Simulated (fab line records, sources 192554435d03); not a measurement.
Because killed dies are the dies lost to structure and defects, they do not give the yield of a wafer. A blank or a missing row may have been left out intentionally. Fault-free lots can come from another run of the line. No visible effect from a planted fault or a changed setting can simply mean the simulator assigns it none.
Matching of chambers	flow n5_finfet	N5_SD_EPI_P_ETCH_16 on rie_diel-04: 4 sister chambers
The step etches SiO2 in CHF3/O2, target depth 5 nm. 8 wafers are shown with their chamber, then 12 later ones without.

WAFERS PAIRED WITH THEIR CHAMBERS
wafer	chamber	showerhead_plenum_p_Torr (Torr)	oes_product_au (a.u.)
L086.3	2	2.42	0.75
L087.3	1	2.49	0.67
L088.2	2	2.41	0.74
L088.4	0	2.30	0.71
L088.5	3	2.56	0.88
L089.4	1	2.49	0.69
L089.5	3	2.56	0.87
L089.6	0	2.30	0.70

WAFERS WITH NO CHAMBER GIVEN
wafer	showerhead_plenum_p_Torr (Torr)	oes_product_au (a.u.)
L090.1	2.30	0.70
L090.3	2.49	0.67
L090.5	2.41	0.74
L094.1	2.30	0.70
L094.5	2.30	0.70
L094.6	2.49	0.68
L096.1	2.30	0.70
L096.2	2.55	0.84
L096.5	2.41	0.73
L097.2	2.48	0.67
L097.3	2.55	0.84
L097.5	2.41	0.74

WHICH CHAMBER EACH ONE RAN IN
wafer	from the rows above	in truth
L090.1	0	0
L090.3	1	1
L090.5	2	2
L094.1	0	0
L094.5	0	0
L094.6	1	1
L096.1	0	0
L096.2	3	3
L096.5	2	2
L097.2	1	1
L097.3	3	3
L097.5	2	2
Placed correctly: 12 of 12. Can't be placed from these rows: 0. Number placed wrongly: 0.
How it was worked out, from the rows above alone: a wafer's distance from a chamber is the root of the sum, over the readings, of the square of ((its reading less the chamber's mean) divided by the reading's scatter). If the next closest chamber is less than 2 further off than the closest, the wafer can't be placed; otherwise it belongs to the closest. A chamber's mean is the mean of its shown wafers. The scatter: the root of (the sum of the squares of (reading less its chamber's mean) over the shown wafers, divided by (wafers less chambers)).
